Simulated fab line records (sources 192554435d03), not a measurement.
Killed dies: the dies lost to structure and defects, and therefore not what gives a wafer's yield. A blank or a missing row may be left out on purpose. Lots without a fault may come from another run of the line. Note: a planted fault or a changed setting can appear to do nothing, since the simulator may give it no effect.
fab line records	flow n5-finfet	part 1 of 2: steps 1 to 4 of 6
record: lots: 16	wafers: 48	last-day: 19
route steps=1938 shown FIN_SAQP@136 FIN_CUT@167 STI_FIN_REVEAL@183
lots with no fault: from the same line, run without faults
start-h: start of the lot's first displayed wafer, in hours after the record's first day	wait-h: time in hours since the lot's previous step	" the same as in the row above	L1.1+2: a single row standing in for several wafers	- either no value or no given start	* or withheld: withheld	< > ~ a bound
route shown NAME@n: NAME is a module with steps in the file, n the number in the route of the first one	usual: mean/standard deviation taken from wafers without a fault	same: alike in all rows	chamber/n: place in a boat	sites: readings site by site	_std_site: their standard deviation	_edge_site: inner sites' mean taken away from outer sites' mean	radius-mm: how far each site lies from the wafer's centre	mask NAME#n: copy n	behind: the tool/chamber that last shaped the wafer	hold: the reason the lot was held/the length of the hold in hours/how it ended	device: names the non-switching transistor (n, p or np)	end of line: the route-end tests of the same wafers	for a step that has no rows: nothing shown but its recipe	killed: dies that structure and defects cost at the first sort, which is not the same as the wafer's yield	map: shows each die of a wafer: x if killed, . if not, _ if none is there
set.NAME: the setting the step ran with; set.NAME@STEP: the setting that earlier step ran with	model.NAME: the simulator's own value behind a step, which no gauge read
the route's steps for a sample of lots (tables are steps, rows are wafers)
services: when a tool's chamber went out of use (start-h, in hours from the record's first day, below 0 if earlier), for how many hours, and the reason
== steps ==
step: N5_FIN_SAQP_STRIP_70
recipe: chemistry: N2/H2	power-w: 500	temp-c: 40	pressure-mtorr: 50	rf-frequency-hz: 6e+07	overash-fraction: 0.3	bias-power-w: 28	h2-frac: 0.5	n2-flow-sccm: 300	h2-flow-sccm: 300
usual: chamber-pressure-mTorr: 50.00/0.049	drypump-motor-current-A: 5.8/0.37	n2-flow-sccm: 300.0/0.97	oes-product-au: 0.75/0.079	power-w: 499.9/1.4	rf-vpp-V: 121.8/1	showerhead-plenum-p-Torr: 3.35/0.13	throttle-valve-pct: 18.89/0.22
lot.wafer	tool	chamber	start-h	wait-h	chamber-pressure-mTorr	drypump-motor-current-A	n2-flow-sccm	oes-product-au	power-w	rf-hours-counter-h	rf-vpp-V	showerhead-plenum-p-Torr	throttle-valve-pct
L074.1	rie-diel-01	0	24.71	0.0	50.01	5.2	300.5	0.88	502.4	37	124.9	3.55	18.54
L074.2	"	3	"	"	50.02	5.6	299.1	0.72	500.1	206	120.0	3.20	19.51
L074.3	"	1	"	"	50.03	6.1	299.7	0.70	501.0	235	122.8	3.45	19.11
L076.1	rie-diel-01	0	36.94	0.0	50.06	5.2	299.7	0.88	499.7	43	123.5	3.55	18.55
L076.2	"	3	"	"	49.86	5.7	299.4	0.72	498.5	211	120.0	3.20	19.50
L076.5	"	1	"	"	50.03	6.1	300.4	0.69	499.5	-	121.6	3.45	19.12
L077.1	rie-diel-05	0	43.62	0.0	49.98	6.1	300.3	0.71	501.0	199	121.5	3.20	18.87
L077.2	"	2	"	"	50.12	6.1	299.2	0.78	499.0	132	122.0	3.50	18.81
L077.5	"	1	"	"	49.94	5.5	297.4	0.71	498.3	-	121.5	3.31	18.81
L078.1	rie-diel-05	2	48.70	0.0	50.03	6.1	299.0	0.77	500.5	134	121.6	3.50	18.82
L078.3	"	3	"	"	50.00	6.2	301.3	0.75	498.5	166	120.8	3.21	18.70
L078.6	"	3	"	"	50.06	6.2	300.6	0.75	497.2	-	122.0	3.21	18.71
L079.2	rie-diel-05	0	55.13	0.0	50.03	6.1	299.5	0.72	501.1	203	121.0	3.19	18.89
L079.3	"	1	"	"	49.94	5.5	301.0	0.71	501.0	193	122.1	3.31	18.82
L079.6	"	0	"	"	49.98	6.1	299.5	0.72	501.3	-	118.9	3.19	18.88
L081.2	rie-diel-01	3	66.56	0.0	50.04	5.7	298.8	0.71	499.6	221	120.4	3.20	19.54
L081.5	"	1	"	"	50.01	6.1	300.8	0.67	496.5	-	123.0	3.44	19.14
L081.6	"	2	"	"	49.99	5.5	300.3	0.95	502.0	-	121.2	3.44	18.64
L082.1	rie-diel-03	1	74.80	0.0	49.95	6.1	300.8	0.70	501.4	233	123.3	3.34	18.85
L082.2	"	0	"	"	50.13	6.2	299.2	0.74	495.1	154	122.5	3.49	18.99
L082.5	"	2	"	"	50.02	5.2	300.4	0.72	499.1	-	120.1	3.32	18.86
L086.1	rie-diel-05	3	96.60	0.0	49.92	6.2	301.1	0.74	499.6	182	120.5	3.20	18.72
L086.2	"	0	"	"	49.89	6.1	300.4	0.70	499.9	217	121.0	3.19	18.92
L086.6	"	2	"	"	50.04	6.1	299.3	0.75	500.8	-	123.3	3.49	18.85
L088.1	rie-diel-03	1	108.53	0.0	49.96	6.1	301.0	0.69	499.6	249	122.7	3.33	18.89
L088.3	"	0	"	"	49.97	6.2	298.1	0.71	500.7	170	121.2	3.48	19.01
L088.5	"	1	"	"	49.99	6.1	299.3	0.68	499.6	-	122.1	3.33	18.88
L089.1	rie-diel-01	3	114.87	0.0	50.03	5.7	298.5	0.70	499.6	242	121.9	3.19	19.54
L089.5	"	2	"	"	49.98	5.5	299.6	0.94	501.5	-	122.1	3.44	18.67
L089.6	"	1	"	"	49.97	6.1	300.2	0.95	499.4	-	121.3	3.43	18.70
L090.1	rie-diel-05	2	120.99	0.0	49.99	6.1	300.0	0.74	501.0	160	123.8	3.49	18.87
L090.2	"	0	"	"	49.98	6.1	300.8	0.70	499.0	224	120.5	3.18	18.92
L090.5	"	1	"	"	50.08	5.6	299.9	0.68	500.4	-	121.8	3.30	18.86
L092.1	rie-diel-01	0	133.84	0.0	50.00	5.2	299.6	0.83	500.5	82	123.4	3.53	18.60
L092.2	"	2	"	"	49.96	5.5	298.9	0.92	498.5	24	121.0	3.43	18.67
L092.6	"	0	"	"	50.01	5.2	300.9	0.82	498.9	-	122.6	3.53	18.60
L093.3	rie-diel-05	0	140.89	0.0	49.96	6.1	300.3	0.69	499.9	231	120.6	3.18	18.93
L093.5	"	0	"	"	49.99	6.1	299.5	0.70	499.8	-	120.9	3.18	18.95
L093.6	"	3	"	"	50.03	6.1	300.8	0.72	501.6	-	120.5	3.19	18.75
L094.1	rie-diel-03	2	146.15	0.0	50.03	5.2	299.1	0.70	501.1	235	120.5	3.30	18.91
L094.4	"	0	"	"	50.10	6.2	300.6	0.70	499.0	-	122.3	3.47	19.06
L094.5	"	2	"	"	49.85	5.2	299.6	0.70	501.5	-	122.3	3.30	18.92
L095.2	rie-diel-03	2	158.95	0.0	49.94	5.2	301.9	0.69	498.9	244	123.9	3.29	18.91
L095.3	"	1	"	"	50.05	6.1	300.2	0.67	499.8	274	122.7	3.32	18.92
L095.6	"	2	"	"	49.95	5.2	301.1	0.69	500.5	-	120.5	3.29	18.93
L096.2	rie-diel-01	0	159.50	0.0	50.06	5.2	299.6	0.80	500.7	94	122.9	3.52	18.61
L096.5	"	3	"	"	50.03	5.7	300.8	0.97	501.1	-	122.9	3.59	19.14
L096.6	"	2	"	"	50.02	5.5	299.4	0.90	500.6	-	122.4	3.43	18.69
step: N5_FIN_SAQP_SPACER2_ETCHBACK_29
recipe: chemistry: CHF3/O2	mode: anisotropic-etchback	target: SiO2	target-depth-a: 122	time-s: 6.1	pressure-mtorr: 30	source-w: 650	bias-w: 170	Ar_flow_sccm: 200	CHF3_flow_sccm: 50	O2_flow_sccm: 5	ion-energy-ev: 200
usual: chamber-pressure-mTorr: 29.997/0.028	drypump-motor-current-A: 5.8/0.4	oes-product-au: 0.75/0.084	rf-vpp-V: 522/11	showerhead-plenum-p-Torr: 2.41/0.085	throttle-valve-pct: 18.96/0.26
lot.wafer	tool	chamber	start-h	wait-h	chamber-pressure-mTorr	drypump-motor-current-A	oes-product-au	rf-hours-counter-h	rf-vpp-V	showerhead-plenum-p-Torr	throttle-valve-pct
L074.1	rie-diel-03	3	25.54	0.4	29.975	5.1	0.72	174	526	2.30	19.14
L074.2	"	2	"	"	29.996	5.2	0.73	184	522	2.42	19.20
L074.3	"	1	"	"	29.995	6.1	0.71	212	518	2.39	18.66
L076.1	rie-diel-05	0	38.62	0.2	29.990	6.1	0.73	197	507	2.30	18.81
L076.2	"	2	"	"	29.969	6.1	0.77	130	536	2.51	19.04
L076.5	"	1	"	"	30.058	5.5	0.70	-	513	2.39	19.02
L077.1	rie-diel-05	2	44.23	0.2	30.002	6.1	0.77	132	538	2.51	19.04
L077.2	"	1	"	"	29.978	5.5	0.70	189	514	2.39	19.03
L077.5	"	0	"	"	29.995	6.1	0.73	-	507	2.30	18.81
L078.1	rie-diel-05	3	49.29	0.2	30.028	6.1	0.74	166	505	2.29	18.75
L078.3	"	0	"	"	29.951	6.1	0.72	201	507	2.30	18.82
L078.6	"	3	"	"	30.017	6.1	0.75	-	506	2.29	18.75
L079.2	rie-diel-01	0	56.06	0.2	29.972	5.2	0.85	50	530	2.53	18.73
L079.3	"	1	"	"	30.025	6.1	0.68	247	537	2.47	19.05
L079.6	"	3	"	"	29.967	5.7	0.70	-	507	2.30	19.52
L081.2	rie-diel-03	1	67.23	0.2	29.991	6.1	0.70	229	519	2.39	18.67
L081.5	"	0	"	"	29.996	6.2	0.73	-	532	2.51	19.06
L081.6	"	1	"	"	29.953	6.1	0.71	-	518	2.39	18.68
L082.1	rie-diel-01	3	75.48	0.3	30.040	5.7	0.71	225	509	2.30	19.53
L082.2	"	0	"	"	29.960	5.2	0.84	57	531	2.53	18.75
L082.5	"	3	"	"	30.036	5.7	0.70	-	508	2.30	19.52
L086.1	rie-diel-01	1	98.97	0.2	29.975	6.1	0.96	7	537	2.47	18.62
L086.2	"	3	"	"	29.997	5.7	0.69	236	508	2.29	19.55
L086.6	"	1	"	"	29.994	6.1	0.97	-	538	2.47	18.60
L088.1	rie-diel-01	3	109.09	0.2	29.960	5.7	0.70	241	507	2.29	19.55
L088.3	"	2	"	"	30.040	5.5	0.94	16	537	2.45	18.63
L088.5	"	1	"	"	30.039	6.1	0.96	-	539	2.47	18.62
L089.1	rie-diel-03	1	115.40	0.2	30.024	6.1	0.69	252	519	2.38	18.75
L089.5	"	0	"	"	30.009	6.2	0.72	-	531	2.50	19.09
L089.6	"	1	"	"	29.952	6.1	0.69	-	519	2.38	18.73
L090.1	rie-diel-03	0	121.52	0.2	30.008	6.2	0.71	175	530	2.50	19.08
L090.2	"	2	"	"	30.032	5.2	0.70	223	520	2.40	19.27
L090.5	"	2	"	"	29.970	5.2	0.70	-	522	2.41	19.26
L092.1	rie-diel-01	3	134.37	0.2	29.988	5.6	0.68	249	508	2.29	19.56
L092.2	"	0	"	"	30.030	5.1	0.81	82	532	2.52	18.79
L092.6	"	3	"	"	29.975	5.7	0.69	-	506	2.29	19.56
L093.3	rie-diel-03	1	141.42	0.2	29.988	6.1	0.67	264	518	2.37	18.74
L093.5	"	0	"	"	30.040	6.2	0.71	-	532	2.49	19.11
L093.6	"	2	"	"	30.018	5.2	0.69	-	521	2.40	19.30
L094.1	rie-diel-03	2	147.79	0.2	30.023	5.2	0.69	236	522	2.40	19.30
L094.4	"	2	"	"	30.022	5.2	0.69	-	522	2.40	19.31
L094.5	"	1	"	"	30.024	6.1	0.68	-	519	2.37	18.74
L095.2	rie-diel-01	3	159.58	0.3	29.961	5.7	0.95	3	517	2.57	19.14
L095.3	"	1	"	"	29.998	6.1	0.91	32	538	2.46	18.65
L095.6	"	3	"	"	30.000	5.7	0.96	-	517	2.57	19.15
L096.2	rie-diel-03	2	160.24	0.3	30.024	5.2	0.69	245	521	2.40	19.31
L096.5	"	0	"	"	29.974	6.2	0.70	-	531	2.49	19.13
L096.6	"	1	"	"	29.970	6.1	0.67	-	519	2.37	18.75
step: N5_FIN_SAQP_ETCH_34
recipe: chemistry: C4F6/O2	target: SiO2	target-depth-a: 450	time-s: 15	ion-energy-ev: 250	pressure-mtorr: 30	source-w: 345	bias-w: 185	Ar_flow_sccm: 300	C4F6_flow_sccm: 10	O2_flow_sccm: 10	ends: cleared
usual: chamber-pressure-mTorr: 30.000/0.025	drypump-motor-current-A: 5.8/0.4	etch-rf-on-time-s: 15.16/0.23	oes-product-au: 0.63/0.065	rf-vpp-V: 662/14	showerhead-plenum-p-Torr: 2.84/0.1	throttle-valve-pct: 21.16/0.27
lot.wafer	tool	chamber	start-h	wait-h	chamber-pressure-mTorr	drypump-motor-current-A	etch-rf-on-time-s	oes-product-au	rf-hours-counter-h	rf-vpp-V	showerhead-plenum-p-Torr	throttle-valve-pct
L074.1	rie-diel-05	3	25.86	0.0	30.014	6.1	14.93	0.64	157	643	2.71	20.86
L074.2	"	0	"	"	30.011	6.1	14.99	0.62	192	642	2.72	20.93
L074.3	"	2	"	"	29.952	6.1	15.29	0.66	125	682	2.97	21.21
L076.1	rie-diel-03	3	38.98	0.0	30.000	5.1	15.24	0.62	180	668	2.71	21.29
L076.2	"	1	"	"	30.001	6.1	15.01	0.61	218	662	2.83	20.84
L076.5	"	1	"	"	30.027	6.1	14.80	0.61	-	661	2.83	20.84
L077.1	rie-diel-01	0	44.54	0.0	30.015	5.1	15.17	0.72	46	677	2.99	20.90
L077.2	"	1	"	"	29.959	6.1	15.31	0.59	243	684	2.93	21.24
L077.5	"	3	"	"	29.993	5.7	15.23	0.61	-	647	2.72	21.69
L078.1	rie-diel-03	2	49.64	0.0	29.967	5.2	14.95	0.62	191	663	2.85	21.38
L078.3	"	0	"	"	30.001	6.2	15.25	0.63	142	674	2.96	21.19
L078.6	"	3	"	"	30.013	5.1	15.29	0.62	-	668	2.71	21.29
L079.2	rie-diel-01	2	56.42	0.0	29.960	5.5	14.96	0.82	6	683	2.90	20.77
L079.3	"	1	"	"	30.022	6.1	15.22	0.59	247	685	2.93	21.24
L079.6	"	3	"	"	30.002	5.7	15.43	0.61	-	646	2.72	21.69
L081.2	rie-diel-01	2	67.55	0.0	29.974	5.5	14.81	0.82	10	682	2.90	20.79
L081.5	"	2	"	"	30.004	5.5	14.89	0.82	-	683	2.90	20.78
L081.6	"	3	"	"	30.002	5.7	15.20	0.60	-	645	2.71	21.70
L082.1	rie-diel-05	2	75.82	0.0	29.999	6.1	15.11	0.65	142	682	2.96	21.24
L082.2	"	1	"	"	29.975	5.5	15.54	0.59	199	652	2.81	21.14
L082.5	"	1	"	"	30.001	5.5	15.51	0.59	-	652	2.81	21.15
L086.1	rie-diel-03	1	99.28	0.0	30.001	6.1	15.10	0.59	244	661	2.81	20.87
L086.2	"	2	"	"	30.018	5.2	15.18	0.60	214	664	2.84	21.43
L086.6	"	0	"	"	29.970	6.2	15.31	0.62	-	673	2.95	21.22
L088.1	rie-diel-03	2	109.41	0.0	29.986	5.2	15.16	0.59	219	662	2.84	21.43
L088.3	"	1	"	"	30.024	6.1	15.21	0.58	250	661	2.81	20.88
L088.5	"	2	"	"	30.050	5.2	15.24	0.59	-	661	2.84	21.42
L089.1	rie-diel-05	1	115.72	0.0	30.031	5.5	15.53	0.58	214	651	2.80	21.16
L089.5	"	1	"	"	30.003	5.5	15.65	0.58	-	652	2.80	21.14
L089.6	"	2	"	"	30.037	6.1	15.08	0.64	-	682	2.96	21.25
L090.1	rie-diel-05	1	121.84	0.0	30.030	5.5	15.76	0.58	216	650	2.80	21.14
L090.2	"	2	"	"	30.032	6.1	15.22	0.64	160	681	2.95	21.25
L090.5	"	1	"	"	29.990	5.5	15.65	0.58	-	653	2.80	21.16
L092.1	rie-diel-03	0	134.69	0.0	29.989	6.2	15.39	0.60	183	675	2.94	21.24
L092.2	"	2	"	"	29.927	5.2	15.16	0.59	231	662	2.84	21.46
L092.6	"	1	"	"	30.002	6.1	15.26	0.58	-	660	2.81	20.89
L093.3	rie-diel-05	3	141.74	0.0	29.978	6.1	14.89	0.63	196	643	2.70	20.93
L093.5	"	3	"	"	29.966	6.1	14.97	0.62	-	641	2.70	20.94
L093.6	"	0	"	"	30.004	6.1	14.82	0.60	-	640	2.70	20.99
L094.1	rie-diel-03	2	148.10	0.0	29.992	5.2	15.08	0.59	236	662	2.83	21.47
L094.4	"	1	"	"	30.015	6.1	15.20	0.58	-	661	2.80	20.91
L094.5	"	0	"	"	30.003	6.2	15.33	0.60	-	674	2.94	21.25
L095.2	rie-diel-03	2	159.89	0.0	29.997	5.2	15.01	0.58	244	661	2.83	21.48
L095.3	"	1	"	"	30.042	6.1	15.28	0.57	275	660	2.80	20.92
L095.6	"	1	"	"	29.990	6.1	15.11	0.58	-	660	2.80	20.91
L096.2	rie-diel-03	2	160.59	0.0	30.001	5.2	15.14	0.59	245	663	2.83	21.48
L096.5	"	2	"	"	30.006	5.2	15.01	0.58	-	662	2.83	21.46
L096.6	"	1	"	"	29.995	6.1	15.24	0.57	-	658	2.80	20.93
step: N5_FIN_CUT_ETCH_30
recipe: chemistry: N2/H2	target: underlayer	target-depth-a: 130	mask-material: CAR-EUV	time-s: 10.4	ion-energy-ev: 200	pressure-mtorr: 30	source-w: 840	bias-w: 150	n2-flow-sccm: 200	h2-flow-sccm: 200	ends: cleared
usual: chamber-pressure-mTorr: 30.003/0.027	drypump-motor-current-A: 5.5/0.46	etch-rf-on-time-s: 10.43/0.22	n2-flow-sccm: 200.0/0.63	oes-product-au: 0.67/0.057	rf-vpp-V: 524.7/1.8	showerhead-plenum-p-Torr: 2.58/0.06	throttle-valve-pct: 17.92/0.19
lot.wafer	tool	chamber	start-h	wait-h	chamber-pressure-mTorr	drypump-motor-current-A	etch-rf-on-time-s	n2-flow-sccm	oes-product-au	rf-hours-counter-h	rf-vpp-V	showerhead-plenum-p-Torr	throttle-valve-pct
L074.1	rie-diel-04	0	27.08	0.0	30.041	5.1	10.14	200.7	0.73	45	524.6	2.58	17.65
L074.2	"	1	"	"	30.037	6.1	10.29	201.1	0.69	117	528.5	2.67	17.78
L074.3	"	3	"	"	29.985	5.3	10.31	200.6	0.78	12	524.5	2.60	17.69
L076.1	rie-diel-02	0	40.16	0.0	29.992	5.3	10.88	198.5	0.61	161	524.1	2.54	18.19
L076.2	"	1	"	"	30.016	5.7	10.34	198.9	0.70	100	523.0	2.57	17.85
L076.5	"	0	"	"	29.992	5.3	10.84	199.2	0.62	-	523.1	2.54	18.20
L077.1	rie-diel-02	1	45.47	0.0	29.974	5.8	10.46	200.2	0.71	102	524.8	2.57	17.86
L077.2	"	0	"	"	29.999	5.3	10.90	200.5	0.62	163	523.9	2.54	18.20
L077.5	"	0	"	"	30.021	5.3	10.82	199.8	0.62	-	522.4	2.54	18.21
L078.1	rie-diel-04	1	50.71	0.0	29.988	6.1	10.46	199.3	0.67	124	526.7	2.66	17.81
L078.3	"	0	"	"	30.007	5.1	10.22	200.8	0.73	51	525.0	2.58	17.66
L078.6	"	3	"	"	29.981	5.3	10.40	199.4	0.77	-	526.6	2.60	17.70
L079.2	rie-diel-02	3	57.47	0.0	29.968	4.9	10.56	201.0	0.67	130	525.6	2.68	17.76
L079.3	"	2	"	"	29.946	6.3	10.62	200.6	0.60	229	526.9	2.61	18.05
L079.6	"	0	"	"	30.005	5.3	10.99	200.0	0.61	-	523.3	2.54	18.19
L081.2	rie-diel-02	3	68.61	0.0	29.971	4.9	10.51	201.3	0.66	134	526.4	2.68	17.75
L081.5	"	1	"	"	30.049	5.7	10.28	199.3	0.70	-	525.5	2.57	17.87
L081.6	"	0	"	"	30.018	5.3	10.82	200.8	0.62	-	523.9	2.54	18.21
L082.1	rie-diel-02	0	76.81	0.0	30.005	5.3	10.95	198.9	0.60	173	522.7	2.54	18.19
L082.2	"	2	"	"	29.995	6.4	10.52	200.5	0.60	234	523.7	2.61	18.06
L082.5	"	3	"	"	30.036	5.0	10.55	200.1	0.67	-	526.5	2.68	17.76
L086.1	rie-diel-04	3	100.23	0.0	29.952	5.3	10.32	199.6	0.74	33	526.3	2.59	17.71
L086.2	"	2	"	"	29.993	5.0	10.12	200.5	0.77	44	523.8	2.47	17.84
L086.6	"	2	"	"	30.009	5.0	10.13	199.8	0.77	-	520.6	2.47	17.82
L088.1	rie-diel-06	1	110.46	0.0	30.018	5.5	10.15	201.2	0.65	153	526.7	2.64	18.01
L088.3	"	0	"	"	30.023	4.9	10.45	199.5	0.60	210	523.1	2.53	17.64
L088.5	"	1	"	"	30.010	5.5	10.20	200.8	0.66	-	526.7	2.64	18.01
L089.1	rie-diel-04	1	116.64	0.0	29.969	6.1	10.47	199.4	0.65	144	527.4	2.66	17.82
L089.5	"	3	"	"	29.966	5.3	10.30	199.5	0.73	-	525.0	2.59	17.74
L089.6	"	2	"	"	30.015	5.0	10.20	200.5	0.76	-	523.1	2.47	17.85
L090.1	rie-diel-06	2	122.76	0.0	29.988	5.8	10.42	199.6	0.65	144	523.7	2.54	18.15
L090.2	"	1	"	"	29.944	5.5	10.25	200.4	0.65	156	524.7	2.64	18.02
L090.5	"	3	"	"	29.964	6.3	10.28	200.1	0.59	-	521.9	2.52	18.18
L092.1	rie-diel-04	0	135.74	0.0	30.034	5.1	10.23	200.5	0.70	78	524.2	2.56	17.72
L092.2	"	2	"	"	29.983	5.0	10.10	200.1	0.76	55	521.1	2.46	17.88
L092.6	"	1	"	"	30.055	6.2	10.40	199.7	0.66	-	525.6	2.65	17.84
L093.3	rie-diel-02	0	142.80	0.0	30.005	5.3	10.83	199.4	0.60	193	523.9	2.53	18.24
L093.5	"	1	"	"	30.072	5.7	10.40	199.6	0.68	-	524.0	2.56	17.91
L093.6	"	3	"	"	29.999	5.0	10.55	199.5	0.65	-	526.5	2.67	17.80
L094.1	rie-diel-06	1	149.03	0.0	30.012	5.6	10.09	199.2	0.66	165	525.2	2.64	18.02
L094.4	"	0	"	"	29.955	4.9	10.51	199.2	0.60	-	522.4	2.52	17.68
L094.5	"	2	"	"	30.000	5.8	10.25	199.9	0.66	-	525.0	2.54	18.15
L095.2	rie-diel-04	1	160.94	0.0	30.019	6.1	10.33	200.0	0.65	160	525.9	2.65	17.84
L095.3	"	0	"	"	30.013	5.2	10.20	199.4	0.69	87	524.6	2.56	17.72
L095.6	"	2	"	"	30.006	5.0	10.24	199.8	0.74	-	520.7	2.46	17.88
L096.2	rie-diel-06	0	161.52	0.0	30.025	4.9	10.60	200.5	0.58	225	521.7	2.52	17.69
L096.5	"	1	"	"	30.010	5.5	10.29	200.4	0.64	-	527.0	2.64	18.04
L096.6	"	2	"	"	29.999	5.8	10.47	201.5	0.65	-	523.5	2.54	18.16
